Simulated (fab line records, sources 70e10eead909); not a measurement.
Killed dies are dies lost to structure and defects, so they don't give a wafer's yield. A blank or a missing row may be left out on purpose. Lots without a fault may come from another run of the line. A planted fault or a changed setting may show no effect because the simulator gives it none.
fab line records | flow nand_harc
record lots=6 wafers=18 last_day=23
route steps=1159 shown A_BONDPAD@1067 HYBRID_BOND@1094 THIN_TSV@1101 END@1159
lots that met no fault: from a run of the same line without faults
start_h: hours from the record's first day to the start of the lot's first wafer shown | wait_h: hours since the lot's step before | " the same as in the row above | L1.1+2: a row that stands for several wafers | - no value, or no start given | * or withheld: withheld | < > ~ a bound
route shown NAME@n: a module of which the file shows steps, and the number in the route of the first | usual: mean/standard deviation of fault-free wafers | same: alike in all rows | chamber/n: place in a boat | sites: the reading at each site | _std_site: their standard deviation | _edge_site: outer sites' mean less inner sites' | radius_mm: how far each site lies from the wafer's centre | mask NAME#n: copy n | behind: the tool/chamber that last shaped the wafer | hold: why the lot was held/for how many hours/how that ended | device: the transistor (n, p or np) that didn't switch | end of line: the same wafers' tests at the end of the route | a step without rows: its recipe alone | killed: dies lost to structure and defects at the first sort, not the wafer's yield | map: a wafer's dies, x killed, . not, _ none there
set.NAME: the setting as run; set.NAME@STEP: as run at that earlier step | model.NAME: the simulator's own value behind a step, which no gauge read
lots at some steps of the route; a table a step, a row a wafer
services: from which hour (start_h, from the record's first day; less than 0 if before it) a tool's chamber was out of use, for how many hours, and why
## steps
# step NHARC_A_BONDPAD_SOFTBAKE_04
# recipe temp_c=125 time_s=70
# step NHARC_A_BONDPAD_EBR_05
# step NHARC_A_BONDPAD_EXPOSE_06
# recipe na=0.55 dose_mj=36.99 mask_id=A_BPAD
# step NHARC_A_BONDPAD_PEB_07
# recipe peb_temp_c=128 peb_time_s=80
# step NHARC_A_BONDPAD_DEVELOP_08
# recipe time_s=50 dev_temp_c=22
# step NHARC_A_BONDPAD_CD_MEAS_09
# recipe target_cd_nm=500 landing_energy_ev=500
# usual cd_nm=500.3/2
# columns lot.wafer tool chamber start_h wait_h cd_nm
L910.1 cd_sem-02 0 404.45 - 500.6
L910.5 " 0 " " 495.8
L910.6 " 0 " " 500.5
L913.1 cd_sem-01 0 441.90 - 498.0
L913.3 " 0 " " 498.1
L913.4 " 0 " " 502.5
L920.1 cd_sem-01 0 484.36 - 498.1
L920.4 " 0 " " 496.5
L920.6 " 0 " " 501.0
L925.1 cd_sem-01 0 489.45 - 498.2
L925.2 " 0 " " 499.8
L925.4 " 0 " " 502.2
L927.1 cd_sem-02 0 519.42 - 499.2
L927.4 " 0 " " 500.7
L927.5 " 0 " " 499.5
L926.2 cd_sem-01 0 519.88 - 498.3
L926.3 " 0 " " 499.1
L926.5 " 0 " " 499.9
# step NHARC_A_BONDPAD_OVL_MEAS_35
# usual overlay_x_nm=-1/4.2 overlay_y_nm=0/5.3
# columns lot.wafer tool chamber start_h wait_h overlay_x_nm overlay_y_nm
L910.1 overlay-02 - 404.54 - 1 7
L910.5 " - " " 1 7
L910.6 " - " " 1 6
L913.1 overlay-02 - 441.99 - -5 1
L913.3 " - " " -5 1
L913.4 " - " " -4 1
L920.1 overlay-01 - 484.45 - -5 -2
L920.4 " - " " -5 -2
L920.6 " - " " -4 -2
L925.1 overlay-01 - 489.54 - 0 6
L925.2 " - " " 0 5
L925.4 " - " " -2 7
L927.1 overlay-01 - 519.51 - 3 -6
L927.4 " - " " 2 -5
L927.5 " - " " 2 -6
L926.2 overlay-01 - 519.97 - 2 -14
L926.3 " - " " 2 -14
L926.5 " - " " 3 -14
# step NHARC_A_BONDPAD_HARDBAKE_10
# recipe temp_c=118 time_s=65
# step NHARC_A_BONDPAD_DESCUM_11
# recipe time_s=3 o2_flow_sccm=200 ar_flow_sccm=0 bias_power_w=0 chemistry=O2
# step NHARC_A_BONDPAD_ETCH_34
# recipe target_depth_a=600 overetch_a=180 time_s=65.91 ion_energy_ev=200 n2_flow_sccm=150 h2_flow_sccm=150 ar_flow_sccm=0 rf_w=400 bias_w=150 chemistry=N2/H2
# step NHARC_A_BONDPAD_ETCH_12
# recipe target_depth_a=2200 time_s=110 chf3_flow_sccm=50 o2_flow_sccm=10 ar_flow_sccm=200 rf_w=500 bias_w=200 chemistry=CHF3/O2
# step NHARC_A_BONDPAD_CD_MEAS_13
# usual cd_nm=499.9/2.1
# columns lot.wafer tool chamber start_h wait_h cd_nm
L910.1 cd_sem-01 - 405.04 - 500.7
L910.5 " - " " 495.4
L910.6 " - " " 500.2
L913.1 cd_sem-01 - 442.43 - 497.6
L913.3 " - " " 497.2
L913.4 " - " " 501.9
L920.1 cd_sem-01 - 484.90 - 496.4
L920.4 " - " " 495.7
L920.6 " - " " 499.4
L925.1 cd_sem-03 - 489.98 - 497.2
L925.2 " - " " 499.4
L925.4 " - " " 503.2
L927.1 cd_sem-03 - 519.95 - 500.1
L927.4 " - " " 500.6
L927.5 " - " " 499.1
L926.2 cd_sem-03 - 520.41 - 496.6
L926.3 " - " " 498.7
L926.5 " - " " 500.0
# step NHARC_A_BONDPAD_STRIP_15
# recipe o2_flow_sccm=500 ar_flow_sccm=0 bias_w=0 chemistry=O2
# usual drypump_motor_current_A=5.8/0.33 oes_product_au=1.005/0.011 rf_vpp_V=58.0/0.85 showerhead_plenum_p_Torr=3.62/0.1 throttle_valve_pct=17.035/0.0087
# columns lot.wafer tool chamber start_h wait_h drypump_motor_current_A oes_product_au rf_hours_counter_h rf_vpp_V showerhead_plenum_p_Torr throttle_valve_pct
L910.1 rie_diel-13 3 405.13 0.1 5.7 1.019 5 59.3 3.75 17.040
L910.5 " 2 " " 5.5 1.002 - 57.6 3.60 17.027
L910.6 " 3 " " 5.6 1.024 - 59.0 3.75 17.034
L913.4 rie_diel-13 3 442.52 0.1 5.7 1.031 6 58.1 3.75 17.034
L913.3 " 0 " " 5.7 1.013 7 58.5 3.56 17.045
L913.1 " 1 " " 6.2 1.005 6 57.4 3.65 17.023
L920.1 rie_diel-13 1 484.98 0.1 6.2 1.004 1 57.0 3.65 17.031
L920.4 " 2 " " 5.5 0.994 1 58.7 3.60 17.046
L920.6 " 2 " " 5.5 0.997 - 57.3 3.60 17.023
L925.2 rie_diel-13 0 490.06 0.1 5.7 1.019 1 58.8 3.55 17.032
L925.4 " 1 " " 6.2 1.005 1 58.6 3.65 17.020
L925.1 " 3 " " 5.6 1.012 1 59.2 3.75 17.037
L927.1 rie_diel-13 2 520.03 0.1 5.5 0.985 2 57.4 3.60 17.040
L927.4 " 3 " " 5.6 1.003 2 59.2 3.75 17.042
L927.5 " 3 " " 5.6 0.988 - 58.0 3.75 17.032
L926.2 rie_diel-13 3 520.50 0.1 5.6 1.005 2 57.0 3.75 17.035
L926.3 " 2 " " 5.5 1.000 3 57.8 3.60 17.041
L926.5 " 0 " " 5.7 1.020 - 57.1 3.55 17.041
# step NHARC_A_BONDPAD_ETCH_24
# recipe target_depth_a=300 over_etch_frac=0.3 time_s=72.99 ion_energy_ev=150 cf4_flow_sccm=50 n2_flow_sccm=100 ar_flow_sccm=150 rf_w=300 bias_w=100 chemistry=CF4/N2
# usual drypump_motor_current_A=5.8/0.33 oes_product_au=1.006/0.01 rf_vpp_V=315.2/1.6 showerhead_plenum_p_Torr=2.69/0.08 throttle_valve_pct=19.795/0.0083
# columns lot.wafer tool chamber start_h wait_h drypump_motor_current_A oes_product_au rf_hours_counter_h rf_vpp_V showerhead_plenum_p_Torr throttle_valve_pct
L910.1 rie_diel-13 2 405.31 0.2 5.5 0.990 5 314.4 2.68 19.794
L910.5 " 3 " " 5.6 1.016 - 315.7 2.80 19.784
L910.6 " 2 " " 5.5 0.996 - 314.6 2.68 19.788
L913.1 rie_diel-13 3 - - 5.6 1.030 6 316.5 2.80 19.806
L913.3 " 0 " " 5.7 1.009 7 315.7 2.65 19.791
L913.4 " 1 " " 6.2 1.007 6 315.4 2.72 19.796
L920.4 rie_diel-13 1 - - 6.2 1.008 1 316.1 2.72 19.776
L920.1 " 3 " " 5.6 1.018 1 316.4 2.80 19.789
L920.6 " 1 " " 6.2 1.019 - 316.0 2.72 19.793
L925.2 rie_diel-13 3 - - 5.6 1.024 1 316.8 2.79 19.779
L925.4 " 0 " " 5.7 1.022 1 312.8 2.64 19.798
L925.1 " 1 " " 6.2 0.999 1 315.6 2.72 19.789
L927.1 rie_diel-13 2 - - 5.5 1.012 3 315.0 2.68 19.793
L927.4 " 3 " " 5.6 0.999 2 316.2 2.79 19.799
L927.5 " 1 " " 6.2 1.011 - 315.8 2.72 19.799
L926.3 rie_diel-13 1 - - 6.2 1.002 3 315.3 2.72 19.785
L926.2 " 0 " " 5.7 1.022 2 314.9 2.64 19.789
L926.5 " 2 " " 5.5 1.005 - 316.0 2.68 19.805
# step NHARC_A_BONDPAD_STRIP_16
# recipe time_s=600 temp_c=30 chemistry=post_etch_residue_remover
# step NHARC_A_BONDPAD_DEGAS_25
# recipe temp_c=300 time_s=60
# step NHARC_A_BONDPAD_PRE_CLEAN_26
# recipe time_s=30 temp_c=280 gas=H2/He
# usual heater_power_w=428/70
# columns lot.wafer tool chamber start_h wait_h heater_power_w
L910.1 pvd_sputter-01 - - - 405
L910.5 " - " " 423
L910.6 " - " " 405
L913.1 pvd_sputter-01 - - - 602
L913.4 " - " " 432
L913.3 " - " " 406
L920.1 pvd_sputter-01 - - - 396
L920.4 " - " " 600
L920.6 " - " " 399
L925.1 pvd_sputter-03 - - - 486
L925.2 " - " " 348
L925.4 " - " " 455
L927.1 pvd_sputter-02 - - - 449
L927.4 " - " " 339
L927.5 " - " " 367
L926.3 pvd_sputter-03 - - - 473
L926.2 " - " " 386
L926.5 " - " " 443
# step NHARC_A_BONDPAD_PVD_17
# recipe target_thk_a=50 bias_v=168.6 power_w=15000 chamber_pressure_pa=0.12 time_s=8.06 substrate_temp_c=50 material=TaN
# step NHARC_A_BONDPAD_PVD_27
# recipe target_thk_a=300 chamber_pressure_pa=5 power_w=5000 substrate_temp_c=30 time_s=20.49 material=Cu
# usual throttle_valve_pct=30.2/0.97
# columns lot.wafer tool chamber start_h wait_h throttle_valve_pct
L910.1 pvd_sputter-01 - - - 30.1
L910.5 " - " " 30.3
L910.6 " - " " 29.9
L913.4 pvd_sputter-01 - - - 30.1
L913.1 " - " " 30.2
L913.3 " - " " 30.0
L920.4 pvd_sputter-01 - - - 30.2
L920.1 " - " " 30.1
L920.6 " - " " 30.2
L925.4 pvd_sputter-03 - - - 31.1
L925.2 " - " " 31.1
L925.1 " - " " 30.0
L927.4 pvd_sputter-02 - - - 28.4
L927.1 " - " " 30.0
L927.5 " - " " 28.2
L926.3 pvd_sputter-03 - - - 30.0
L926.2 " - " " 31.4
L926.5 " - " " 29.9
# step NHARC_A_BONDPAD_ECD_18
# recipe target_thk_a=4000 bath_temp_c=25 material=Cu
# step NHARC_A_BONDPAD_ANNEAL_28
# recipe temp_c=225 time_s=90
# usual wafer_temp_C_max=226.4/0.46
# columns lot.wafer tool chamber start_h wait_h wafer_temp_C_max
L910.1 rtp_anneal-02 0 406.44 - 226.2
L910.5 " 0 " " 226.0
L910.6 " 0 " " 225.9
L913.1 rtp_anneal-02 0 443.85 0.4 225.9
L913.3 " 0 " " 225.4
L913.4 " 0 " " 225.9
L920.1 rtp_anneal-01 0 486.26 - 226.2
L920.4 " 0 " " 226.7
L920.6 " 0 " " 226.3
L925.1 rtp_anneal-01 0 491.38 - 226.6
L925.2 " 0 " " 226.5
L925.4 " 0 " " 226.1
L927.1 rtp_anneal-01 0 521.53 0.4 226.7
L927.4 " 0 " " 226.8
L927.5 " 0 " " 226.5
L926.2 rtp_anneal-01 0 522.21 0.6 226.7
L926.3 " 0 " " 227.0
L926.5 " 0 " " 226.3
# step NHARC_A_BONDPAD_CMP_19
# recipe t_overpolish_s=30 cu_recess_touch_s=16 target_thk_nm=169.8
# step NHARC_A_BONDPAD_THK_MEAS_20
# recipe thk_meas_gauge=xrf
# usual thk_nm=169.6/1.6
# columns lot.wafer tool chamber start_h wait_h thk_nm
L910.1 film_metro-01 - 407.11 - 170.9
L910.5 " - " " 169.8
L910.6 " - " " 169.3
L913.1 film_metro-01 - 444.52 - 171.0
L913.3 " - " " 165.3
L913.4 " - " " 169.0
L920.1 film_metro-02 - 486.92 - 171.7
L920.4 " - " " 168.1
L920.6 " - " " 168.3
L925.1 film_metro-02 - 492.05 - 169.0
L925.2 " - " " 171.7
L925.4 " - " " 170.1
L927.1 film_metro-01 - 522.19 - 171.5
L927.4 " - " " 171.1
L927.5 " - " " 170.4
L926.2 film_metro-01 - 522.83 - 167.3
L926.3 " - " " 172.6
L926.5 " - " " 169.6
# step NHARC_A_BONDPAD_SRD_21
# recipe time_s=30 temp_c=23 dry_time_s=20 spin_rpm=1500
# step NHARC_HYBRID_BOND_ACTIVATE_00
# recipe time_s=60 n2_flow_sccm=200 ar_flow_sccm=0 bias_power_w=0 chemistry=N2
# step NHARC_HYBRID_BOND_PRECLEAN_01
# recipe time_s=300 temp_c=23 chemistry=DIW
# step NHARC_HYBRID_BOND_SRD_02
# recipe time_s=30 temp_c=23 dry_time_s=20 spin_rpm=1500
# step NHARC_HYBRID_BOND_BOND_03
# recipe temp_c=25
# step NHARC_HYBRID_BOND_ANNEAL_04
# recipe temp_c=300 time_s=7200 ramp_up_c_per_min=5 ramp_down_c_per_min=3 idle_temp_c=100 pressure_atm=1
# step NHARC_HYBRID_BOND_OVL_MEAS_05
# usual overlay_x_nm=3/30 overlay_y_nm=0/34
# columns lot.wafer tool chamber start_h wait_h overlay_x_nm overlay_y_nm
L910.1 overlay-02 - 423.69 0.4 25 -69
L910.5 " - " " -49 -21
L910.6 " - " " 61 83
L913.1 overlay-01 - 452.36 0.4 -27 -45
L913.3 " - " " -10 21
L913.4 " - " " 25 -22
L920.1 overlay-02 - 496.66 0.4 67 9
L920.4 " - " " -4 14
L920.6 " - " " 6 -21
L925.1 overlay-01 - 502.02 0.4 -48 -1
L925.2 " - " " -42 28
L925.4 " - " " 30 11
L927.1 overlay-01 - 532.11 0.4 3 24
L927.4 " - " " 18 2
L927.5 " - " " -29 4
L926.2 overlay-02 - 532.12 0.4 49 -33
L926.3 " - " " 19 6
L926.5 " - " " 0 41
# step NHARC_THIN_TSV_GRIND_00
# recipe target_thk_um=6
# step NHARC_THIN_TSV_CMP_01
# recipe target_thk_um=3
# usual motor_current_A=11.7/1.2
# columns lot.wafer tool chamber start_h wait_h motor_current_A
L910.1 cmp-03 0 425.10 1.0 12.1
L910.5 " 0 " " 12.1
L910.6 " 1 " " 12.7
L913.3 cmp-03 1 453.78 0.6 13.5
L913.1 " 2 " " 12.4
L913.4 " 0 " " 11.8
L920.1 cmp-02 2 499.34 1.1 10.4
L920.4 " 3 " " 12.5
L920.6 " 1 " " 10.0
L925.2 cmp-02 2 503.45 0.8 10.5
L925.1 " 0 " " 10.9
L925.4 " 1 " " 10.0
L926.2 cmp-04 1 533.54 0.8 12.6
L926.3 " 0 " " 11.7
L926.5 " 1 " " 12.7
L927.4 cmp-04 3 534.72 0.4 12.9
L927.1 " 1 " " 13.4
L927.5 " 3 " " 12.0
# step NHARC_THIN_TSV_THK_MEAS_02
# recipe thk_meas_gauge=ir
# usual thk_nm=3016/210
# columns lot.wafer tool chamber start_h wait_h thk_nm
L910.1 film_metro-02 - 425.37 - 3195
L910.5 " - " " 2731
L910.6 " - " " 3037
L913.1 film_metro-01 - 454.05 - 2770
L913.3 " - " " 3145
L913.4 " - " " 2796
L920.1 film_metro-02 - 499.56 - 2843
L920.4 " - " " 2645
L920.6 " - " " 2508
L925.1 film_metro-02 - 503.71 0.2 2872
L925.2 " - " " 2699
L925.4 " - " " 2714
L926.2 film_metro-01 - 533.80 - 3320
L926.3 " - " " 3216
L926.5 " - " " 3168
L927.1 film_metro-02 - 534.99 - 3262
L927.4 " - " " 2918
L927.5 " - " " 3043
# step NHARC_THIN_TSV_SRD_03
# step NHARC_THIN_TSV_PRECLEAN_41
# recipe time_s=* temp_c=50 bath_age_min=0 chemistry=SC1
# step NHARC_THIN_TSV_SRD_42
# step NHARC_THIN_TSV_DEP_43
# recipe target_thk_a=13285 temp_c=withheld pressure_torr=6.5 rf_w=900 teos_flow_sccm=161.4 flow_sccm=2650 target_thk_nm=1328.5 gas=O2 material=SiO2
# step NHARC_THIN_TSV_DEHYDRATE_04
# recipe temp_c=150 time_s=120
# step NHARC_END_SORT_01
# recipe temp_c=25
# usual defect_limited_yield=95.7/1.6 killed_at_array=25/9.7 killed_at_other=0.7/0.87 killed_at_periphery=3.3/2.3 killed_dies=29/11 killed_open=3.6/2.1 killed_short=2.3/1.7 sort_bin_2_pct=1.4/0.62 sort_bin_3_pct=0.25/0.21 sort_bin_4_pct=2.7/1 sort_n_pass=648/11 sort_rim_yield_pct=94/3.2 sort_yield_pct=95.7/1.6
# same gross_dies=677 sort_bin_5_pct[%]=0 sort_bin_6_pct[%]=0 sort_bin_7_pct[%]=0 sort_bin_8_pct[%]=0 sort_rim_n_gross=106.00
# columns lot.wafer tool chamber start_h wait_h defect_limited_yield[%] killed_at_array killed_at_other killed_at_periphery killed_dies killed_open killed_short sort_bin_2_pct[%] sort_bin_3_pct[%] sort_bin_4_pct[%] sort_n_pass sort_rim_yield_pct[%] sort_yield_pct[%]
L925.1 prober-01 0 523.65 2.5 96.8 22 0 0 22 1 1 1.0 0.15 2.1 655 93 96.8
L925.2 prober-01 0 524.46 2.8 97.5 17 0 0 17 2 0 0.9 0 1.6 660 92 97.5
L925.4 prober-01 0 526.07 3.4 95.6 28 0 2 30 4 1 1.3 0.30 2.8 647 94 95.6
L926.3 prober-02 0 552.20 3.1 82.3 116 1 3 120 3 3 7.5 4.14 6.1 557 78 82.3
L927.1 prober-01 0 552.19 2.5 83.9 106 0 3 109 1 0 7.1 3.84 5.2 568 86 83.9
L927.4 prober-01 0 554.62 3.4 96.6 22 0 1 23 5 0 0.7 0.30 2.4 654 95 96.6
L927.5 prober-01 0 555.43 3.7 96.3 21 1 3 25 4 4 1.0 0.30 2.4 652 97 96.3
# killed by level:class
L925.1 A_CHANNEL_HOLE_D1:chamber_film_flake=16 A_CONTACT:chamber_film_flake=2 A_ONON_D1:geometric_particle:short=1 A_BLC:geometric_particle:open=1 A_ZERO_WELL:chamber_film_flake=1 A_STAIRCASE:chamber_film_flake=1
L925.2 A_CHANNEL_HOLE_D1:chamber_film_flake=8 A_STAIRCASE:chamber_film_flake=3 A_CONTACT:chamber_film_flake=2 A_ONON_D1:geometric_particle:open=1 A_WL_FILL:geometric_particle:open=1 A_ZERO_WELL:chamber_film_flake=1 A_CHANNEL_FILL_D1:chamber_film_flake=1
L925.4 A_CHANNEL_HOLE_D1:chamber_film_flake=20 A_STAIRCASE:chamber_film_flake=4 P_GATE:geometric_particle:open=2 A_CHANNEL_FILL_D1:geometric_particle:short=1 A_BLC:geometric_particle:open=1 A_M0:geometric_particle:open=1 A_M0:chamber_film_flake=1
L927.1 A_BONDPAD:unspecified=82 A_STAIRCASE:chamber_film_flake=10 A_CHANNEL_HOLE_D1:chamber_film_flake=7 A_CONTACT:chamber_film_flake=6 A_SOURCE_PLATE:geometric_particle:open=1 P_ZERO_WELL:chamber_film_flake=1 P_STI:chamber_film_flake=1 P_M0:chamber_film_flake=1
L926.3 A_BONDPAD:unspecified=80 A_SLIT:chamber_film_flake=17 A_CHANNEL_HOLE_D1:chamber_film_flake=6 A_STAIRCASE:chamber_film_flake=4 A_CHANNEL_FILL_D1:geometric_particle:short=3 A_CONTACT:chamber_film_flake=3 A_CHANNEL_FILL_D1:geometric_particle:open=2 P_STI:chamber_film_flake=2
L927.4 A_CHANNEL_HOLE_D1:chamber_film_flake=8 A_CONTACT:chamber_film_flake=6 A_CHANNEL_FILL_D1:geometric_particle:open=3 A_STAIRCASE:chamber_film_flake=3 A_CONTACT:geometric_particle:open=1 A_M0:geometric_particle:open=1 P_ZERO_WELL:chamber_film_flake=1
L927.5 A_CONTACT:chamber_film_flake=8 A_CHANNEL_HOLE_D1:chamber_film_flake=4 A_STAIRCASE:chamber_film_flake=3 P_GATE:geometric_particle:open=1 P_M1:geometric_particle:open=1 A_SOURCE_PLATE:geometric_particle:open=1 A_ONON_D1:geometric_particle:short=1 A_CHANNEL_FILL_D1:geometric_particle:short=1
# map L926.3 (x killed, . not)
____________.____________
_________x......_________
_______x.........._______
______xx.xx........______
_____x.xxx....x..x.._____
____.xxx.............____
____..x.x...x........____
___....x..............___
___.x............x....___
__.......x.............__
__..x.............x....__
_......................x_
_..................x...._
_......................._
_....................xxx_
_........x........x.xx.x_
..................xxxxxxx
...................xxxxxx
.................xxxxxxxx
.........x.......xxxxxxxx
......x...........xxxxxxx
_................xxxxxxx_
_...............xxxxxxxx_
_..............x..xxxxxx_
_................xxxxxxx_
_.................xxxxxx_
__..............xx..xxx__
__.................x.xx__
___.................xx___
___........x.......x..___
____.................____
____.................____
_____..............._____
______.............______
_______....x......_______
_________......._________
____________.____________
# map L927.1 (x killed, . not)
____________.____________
_________......._________
_______..........._______
______...x......x..______
_____....x......x..._____
____....x.....x...x..____
____.xx..........x.x.____
___..x.x...........x.x___
___..x................___
__.............x....x..__
__...............x.....__
_..............x.......x_
_......................._
_.............x........._
_............x...x...x.._
_.................xx.xxx_
..................xxxxx.x
..................xxxxxx.
..................xxxxxxx
.................xxxxxxxx
.................xxxxxxxx
_................xxxxxxx_
_...............xxxxxxxx_
_................xxxxxxx_
_.x.............x.xxxxxx_
_.................xxxxxx_
__................xxxxx__
__..................x..__
___...................___
___...................___
____.................____
____........x........____
_____..............._____
______.............______
_______..........._______
_________.x....._________
____________.____________
## services
# columns tool chamber start_h hours kind
rie_diel-13 0 383.00 - clean
rie_diel-13 1 383.00 - clean
rie_diel-13 2 383.00 - clean
pvd_sputter-02 - 392.00 10.0 pm
cmp-04 - 397.24 1.0 repair
cmp-04 - 399.00 4.0 pm
cmp-02 - 402.25 2.3 repair
rie_diel-13 1 403.71 2.0 repair
cmp-03 - 407.07 1.3 repair
cmp-02 - 442.61 4.0 pm
rie_diel-13 - 453.00 9.0 pm
cmp-03 - 454.39 4.0 pm
pvd_sputter-01 - 464.32 6.8 repair
pvd_sputter-03 - 469.78 10.0 pm
cmp-04 - 475.59 14.5 repair
cmp-03 - 480.24 1.4 repair
pvd_sputter-03 - 492.24 10.0 repair
cmp-04 - 497.00 4.0 pm
rie_diel-13 0 498.31 4.2 repair
cmp-03 - 501.46 2.8 repair
pvd_sputter-03 - 508.54 2.2 repair
pvd_sputter-01 - 514.00 10.0 pm
pvd_sputter-02 - 516.52 2.5 repair
cmp-02 - 533.30 1.6 repair
## key
first_sign step=NHARC_END_SORT_01 reading=killed_at_array direction=up sigmas=8.8 usual=25 struck=111
effect step=NHARC_END_SORT_01 reading=killed_dies direction=up sigmas=8.1 usual=29 struck=114
more_kills_born_at NHARC_A_BONDPAD_STRIP_15@rie_diel-13=162
met_at NHARC_A_BONDPAD_STRIP_15
struck_wafers L926.3,L927.1
onset_between 484.98 520.03
fault kind=chamber_particle_source tool=rie_diel-13 chamber=2 onset_h=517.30 steps=NHARC_A_BONDPAD_STRIP_15 rate_per_visit_cm2=1.1906
